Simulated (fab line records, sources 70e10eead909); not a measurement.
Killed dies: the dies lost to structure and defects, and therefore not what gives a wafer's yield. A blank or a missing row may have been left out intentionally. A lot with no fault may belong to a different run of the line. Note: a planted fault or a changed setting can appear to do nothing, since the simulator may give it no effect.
Which of the tools did it? || flow nand-harc || 11 lots with 33 wafers sampled at 5 steps, on a route of 1302 steps

WHAT THE GAUGES SHOWED, per wafer
NHARC_END_SORT_01.
{"lot": "L269", "measured": "day 28 12:52", "on": "prober-02", "killed-at-array": "57 592 54"}

WHICH TOOL RAN EACH LOT (tool, then ch and the chambers of the sampled wafers, then the start)
{"lot": "L261", "NHARC_A_SLIT_ETCH_24": "rie-diel-07 ch 0,1,2, day 19 18:31", "NHARC_A_SLIT_ETCH_17": "har-etch-01 ch 0,1, day 19 19:41", "NHARC_A_WL_FILL_ETCHBACK_04": "rie-metal-02 ch 0,1, day 20 08:14", "NHARC_A_WL_FILL_STRIP_29": "rie-diel-11 ch 1,2, day 20 22:12"}
{"lot": "L262", "NHARC_A_SLIT_ETCH_24": "rie-diel-04 ch 0,3, day 20 11:23", "NHARC_A_SLIT_ETCH_17": "har-etch-02 ch 0,1, day 20 15:46", "NHARC_A_WL_FILL_ETCHBACK_04": "rie-metal-01 ch 0,1, day 21 04:49", "NHARC_A_WL_FILL_STRIP_29": "rie-diel-11 ch 1,2,3, day 21 12:56"}
{"lot": "L266", "NHARC_A_SLIT_ETCH_24": "rie-diel-04 ch 1,3, day 22 01:10", "NHARC_A_SLIT_ETCH_17": "har-etch-02 ch 0,1, day 22 02:20", "NHARC_A_WL_FILL_ETCHBACK_04": "rie-metal-01 ch 0,1, day 22 16:06", "NHARC_A_WL_FILL_STRIP_29": "rie-diel-11 ch 1,3, day 23 02:17"}
{"lot": "L269", "NHARC_A_SLIT_ETCH_24": "rie-diel-07 ch 0,1,3, day 23 17:32", "NHARC_A_SLIT_ETCH_17": "har-etch-01 ch 0,1, day 23 18:41", "NHARC_A_WL_FILL_ETCHBACK_04": "rie-metal-02 ch 0,1, day 24 07:48", "NHARC_A_WL_FILL_STRIP_29": "rie-diel-11 ch 0,2, day 24 20:24"}
{"lot": "L273", "NHARC_A_SLIT_ETCH_24": "rie-diel-04 ch 0,2, day 24 10:29", "NHARC_A_SLIT_ETCH_17": "har-etch-02 ch 0,1, day 24 12:06", "NHARC_A_WL_FILL_ETCHBACK_04": "rie-metal-03 ch 0,1, day 25 01:23", "NHARC_A_WL_FILL_STRIP_29": "rie-diel-01 ch 0,1,2, day 25 15:54"}
{"lot": "L276", "NHARC_A_SLIT_ETCH_24": "rie-diel-07 ch 0,2,3, day 27 00:55", "NHARC_A_SLIT_ETCH_17": "har-etch-02 ch 0,1, day 27 02:40", "NHARC_A_WL_FILL_ETCHBACK_04": "rie-metal-03 ch 0,1, day 27 15:53", "NHARC_A_WL_FILL_STRIP_29": "rie-diel-11 ch 0,1,3, day 28 01:12"}
{"lot": "L279", "NHARC_A_SLIT_ETCH_24": "rie-diel-07 ch 2,3, day 27 04:16", "NHARC_A_SLIT_ETCH_17": "har-etch-02 ch 0,1, day 27 06:25", "NHARC_A_WL_FILL_ETCHBACK_04": "rie-metal-02 ch 0,1, day 27 19:32", "NHARC_A_WL_FILL_STRIP_29": "rie-diel-01 ch 0,1, day 28 05:31"}
{"lot": "L280", "NHARC_A_SLIT_ETCH_24": "rie-diel-04 ch 0,2,3, day 27 17:04", "NHARC_A_SLIT_ETCH_17": "har-etch-01 ch 0,1, day 27 18:30", "NHARC_A_WL_FILL_ETCHBACK_04": "rie-metal-03 ch 0,1, day 28 07:39", "NHARC_A_WL_FILL_STRIP_29": "rie-diel-01 ch 0,1,3, day 28 21:21"}
{"lot": "L281", "NHARC_A_SLIT_ETCH_24": "rie-diel-07 ch 0,2,3, day 27 23:17", "NHARC_A_SLIT_ETCH_17": "har-etch-02 ch 0, day 28 02:29", "NHARC_A_WL_FILL_ETCHBACK_04": "rie-metal-02 ch 0, day 28 14:49", "NHARC_A_WL_FILL_STRIP_29": "rie-diel-06 ch 1,3, day 29 02:44"}
{"lot": "L282", "NHARC_A_SLIT_ETCH_24": "rie-diel-12 ch 1,2,3, day 28 21:07", "NHARC_A_SLIT_ETCH_17": "har-etch-01 ch 0,1, day 28 23:43", "NHARC_A_WL_FILL_ETCHBACK_04": "rie-metal-02 ch 0,1, day 29 11:35", "NHARC_A_WL_FILL_STRIP_29": "rie-diel-01 ch 0,2, day 29 23:44"}
{"lot": "L284", "NHARC_A_SLIT_ETCH_24": "rie-diel-12 ch 0,2,3, day 29 11:20", "NHARC_A_SLIT_ETCH_17": "har-etch-02 ch 0,1, day 29 12:30", "NHARC_A_WL_FILL_ETCHBACK_04": "rie-metal-02 ch 0,1, day 30 01:53", "NHARC_A_WL_FILL_STRIP_29": "rie-diel-11 ch 1,2, day 30 13:17"}
- NHARC_A_SLIT_ETCH_24: etches the open film in CF4/CHF3, target depth 121 nm, time 60.5 s.
- NHARC_A_SLIT_ETCH_17: etches the open film in C4F8/O2/Ar, time 4254.5 s, target depth 20300 nm.
- NHARC_A_WL_FILL_ETCHBACK_04: etches the open film in NF3, target depth 60 nm, time 120 s.
- NHARC_A_WL_FILL_STRIP_29: strips in O2, time 20 s.

THE ANSWER, worked out from the rows above alone
Rule: usual is defined by the lots themselves. Put in order of their means at a reading, lots are off if they are a third of the lots or fewer, leave a main group of 4 or more, and stand apart from it by a gap of 3 or more times the standard deviation of the main group's means; of several such gaps the widest counts. Not used: any main group whose means are identical at the precision the tables above print for the reading. A lot without any number at a reading at which 4 lots or more have one is off too. All remaining lots with rows at the step are treated as sound.
None of the lots is off at any reading shown; this tells nothing.

WHAT WAS PUT IN BY THE SIMULATOR
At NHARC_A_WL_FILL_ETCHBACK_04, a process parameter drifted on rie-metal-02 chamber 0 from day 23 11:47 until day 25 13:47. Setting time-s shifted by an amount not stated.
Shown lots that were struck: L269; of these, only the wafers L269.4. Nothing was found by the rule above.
